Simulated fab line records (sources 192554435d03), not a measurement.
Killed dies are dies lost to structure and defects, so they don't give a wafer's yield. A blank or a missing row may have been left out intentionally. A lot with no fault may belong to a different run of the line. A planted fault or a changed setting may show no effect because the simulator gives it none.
A lot that was struck, set against a sound lot ; flow n5-finfet ; 45 steps out of a route of 1938
Sound: wafers L271.1, L271.3, L271.5. Struck: wafer L270.2 (L270.3, L270.4, from the same lot, were not struck and are left out); the cause is given at the end.
For every step that has rows: the tool of each side, followed by ch and its chambers, followed by its first start. Under that, the readings that differ: sound wafers ; struck wafers ; difference of the means ; sigmas: that difference in standard deviations of wafers without a fault.
alike: words and numbers the same on both sides, and readings whose means are apart by under 2 such deviations; not compared: readings that were withheld, readings missing a value for some wafer, numbers with overlapping values and no deviation given by the record, and bounds like >300 which may hide the same value.
Wherever a step has rows on one side only, a row that says differs or no value, or a row with sigmas, the two part there. When numbers do not overlap yet have no deviation, they are printed without sigmas and do not part them. A reading that every wafer of one side lacks parts them only if that side has two wafers or more.

first, 11 steps without rows for these wafers: N5_BEOL_M2_DESCUM_33 (chemistry O2, time 7 s); N5_BEOL_M2_ETCH_77 (etches underlayer in N2/H2, target depth 6.5 nm, time 5.2 s); N5_BEOL_M2_ETCH_69 (etches SiARC in CF4, target depth 15.6 nm, time 26 s); N5_BEOL_M2_ALD_98 (deposits SiO2, target thk 2.5 nm, pulse time 1 s, co reactant pulse time 1 s); N5_BEOL_M2_ETCHBACK_99 (etches SiO2 in CHF3, target depth 5 nm, time 10.4 s); N5_BEOL_M2_ETCH_70 (etches SOC in N2/H2, target depth 80 nm, overetch 24 nm, time 130 s); N5_BEOL_M2_STRIP_71 (strips in N2/H2); N5_BEOL_M2_STRIP_78 (strips in N2/H2); N5_BEOL_M2_VIA_ETCH_34 (etches the open film in C4F6/O2, target depth 69.4 nm, time 65.9 s); N5_BEOL_M2_STRIP_83 (strips in C4F6/O2); N5_BEOL_M2_STRIP_36 (strips in N2/H2).
N5_BEOL_M2_TRENCH_ETCH_37: etches SiOC in C4F6/O2, target depth 55.555 nm, time 29.2 s.
  sound on rie-diel-02 ch 0,1, day 9 19:14; struck on rie-diel-02 ch 2, day 10 06:23
reading;sound;struck;difference;sigmas
run-length-s (s);52.3 52.4 51.9;60.7;+8.5;+21
model.etch.depth-nm (nm);54.42 55.14 54.38;68.61;+13.96;
model.BEOL_M2.feature-depth-nm (nm);54.4 55.2 54.4;68.6;+13.9;
model.TiN_of_BEOL_M2_HM_DEP_02.thk-nm (nm);17.6 17.8 17.6;17;-1;
  alike: C4F6_flow_sccm, chamber-pressure-mTorr, drypump-motor-current-A, mfc-ar-sccm, oes-product-au, rf-vpp-V, showerhead-plenum-p-Torr, throttle-valve-pct
  not compared: rf-hours-counter-h
then, 2 steps without rows for these wafers: N5_BEOL_M2_ETCH_41 (etches SiCN in CH3F/O2, target depth 29.9 nm, time 52.5 s); N5_BEOL_M2_STRIP_97 (strips in N2/H2, time 10 s).
N5_BEOL_M2_OCD_MEAS_38:
  sound on ocd-01 at day 9 19:23; struck on ocd-01 at day 10 06:32
reading;sound;struck;difference;sigmas
trench-depth-nm (nm);53.9 54.7 54.8;68.6;+14.1;+24
then, 25 steps without rows for these wafers: N5_BEOL_M2_HM_STRIP_39 (strips TiN in peroxide tin strip, target depth 25 nm, time 158 s); N5_BEOL_M2_SRD_40 (time 30 s); N5_BEOL_M2_PRECLEAN_42 (cleans in residue remover, time 60 s); N5_BEOL_M2_SRD_43 (time 30 s); N5_BEOL_M2_DEGAS_44 (time 60 s); N5_BEOL_M2_PRE_CLEAN_45 (time 30 s); N5_BEOL_M2_ALD_84 (deposits TaN, pulse time 2 s, purge time 3 s, co reactant purge time 2 s); N5_BEOL_M2_SURFACE_TREAT_85; N5_BEOL_M2_CVD_47 (deposits Co from CCTBA/H2, target thk 3 nm, time 223.8 s); N5_BEOL_M2_SPUTTER_48 (material Cu, target thk 4.5 nm, time 8.29 s); N5_BEOL_M2_ANNEAL_49 (time 240 s); N5_BEOL_M2_SPUTTER_79 (material Cu, target thk 4.5 nm, time 8.29 s); N5_BEOL_M2_ANNEAL_80 (time 240 s); N5_BEOL_M2_SPUTTER_81 (material Cu, target thk 4.5 nm, time 8.29 s); N5_BEOL_M2_ANNEAL_82 (time 240 s); N5_BEOL_M2_SPUTTER_86 (material Cu, target thk 4.5 nm, time 8.29 s); N5_BEOL_M2_ANNEAL_87 (time 240 s); N5_BEOL_M2_SPUTTER_88 (material Cu, target thk 4.5 nm, time 8.29 s); N5_BEOL_M2_ANNEAL_89 (time 240 s); N5_BEOL_M2_SPUTTER_90 (material Cu, target thk 4.5 nm, time 8.29 s); N5_BEOL_M2_ANNEAL_91 (time 240 s); N5_BEOL_M2_SPUTTER_92 (material Cu, target thk 4.5 nm, time 8.29 s); N5_BEOL_M2_ANNEAL_93 (time 240 s); N5_BEOL_M2_SPUTTER_94 (material Cu, target thk 4.5 nm, time 8.29 s); N5_BEOL_M2_ANNEAL_95 (time 240 s).
N5_BEOL_M2_CMP_52: polishes, stops on SiOC, t overpolish 6.8 s, target thk 40 nm.
  sound on cmp-01 ch 0,1,3, day 9 23:31; struck on cmp-01 ch 1, day 10 09:40
reading;sound;struck;difference;sigmas
model.Cu_of_BEOL_M2_ECD_50.thk-nm (nm);39.8 42.2 40.8;53.8;+12.9;
  alike: barrier-field-endpoint-s, motor-current-A, overpolish-run-s, time-to-endpoint-s
N5_BEOL_M2_THK_MEAS_53: measures by xrf.
  sound on film-metro-02 at day 9 23:46; struck on film-metro-01 at day 10 09:57
reading;sound;struck;difference;sigmas
M2_THK (nm);39.4 41.8 40.5;53.4;+12.8;+9
N5_BEOL_M2_RS_MEAS_58: a four-point-probe measurement.
  sound on film-metro-02 at day 10 00:02; struck on film-metro-01 at day 10 10:14
reading;sound;struck;difference;sigmas
M2_RS (ohm/sq);0.67 0.62 0.65;0.46;-0.19;-6
N5_BEOL_M4_RC_MEAS_101:
  sound on prober-01 ch 0, day 10 15:46; struck on prober-01 ch 0, day 11 08:46
reading;sound;struck;difference;sigmas
SERP_M2 (ohm/um);204 194 218;140;-65;-4
SERP_M2_max_site (ohm/um);214 215 233;145;-76;-4
  alike: DIBL_N, DIBL_P, IOFF_N, IOFF_P, ION_N, ION_P, SS_N, SS_P, VT_N, VT_P
-- here the record skips 5 days between the struck wafers' starts before and after, leaving off in module BEOL_M4 and picking up in module PASSIVATION (first step shown: number 1936 of the route) --
N5_PASSIVATION_PROBE_49:
  sound on prober-02 at day 14 17:51; struck on prober-02 at day 15 23:12
reading;sound;struck;difference;sigmas
killed-at-front-end;23 28 36;61;+32;+3
killed-at-other;2 0 1;18;+17;+5
killed-short;31 31 26;50;+21;+2
sort_bin_5_function (%);4.9 4.7 4.7;6.7;+1.9;+2
  alike: defect-limited-yield, killed_at_M0_to_M3, killed_at_M4_up, killed-at-contacts, killed-dies, killed-open, sort_bin_6_memory, sort-n-pass, sort-yield-pct

## WHERE THEY PART
First at N5_BEOL_M2_TRENCH_ETCH_37; last, within this record, at N5_PASSIVATION_PROBE_49.

WHY: the cause the simulator had injected
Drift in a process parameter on rie-diel-02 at N5_BEOL_M2_TRENCH_ETCH_37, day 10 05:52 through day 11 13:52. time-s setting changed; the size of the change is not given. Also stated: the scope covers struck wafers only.
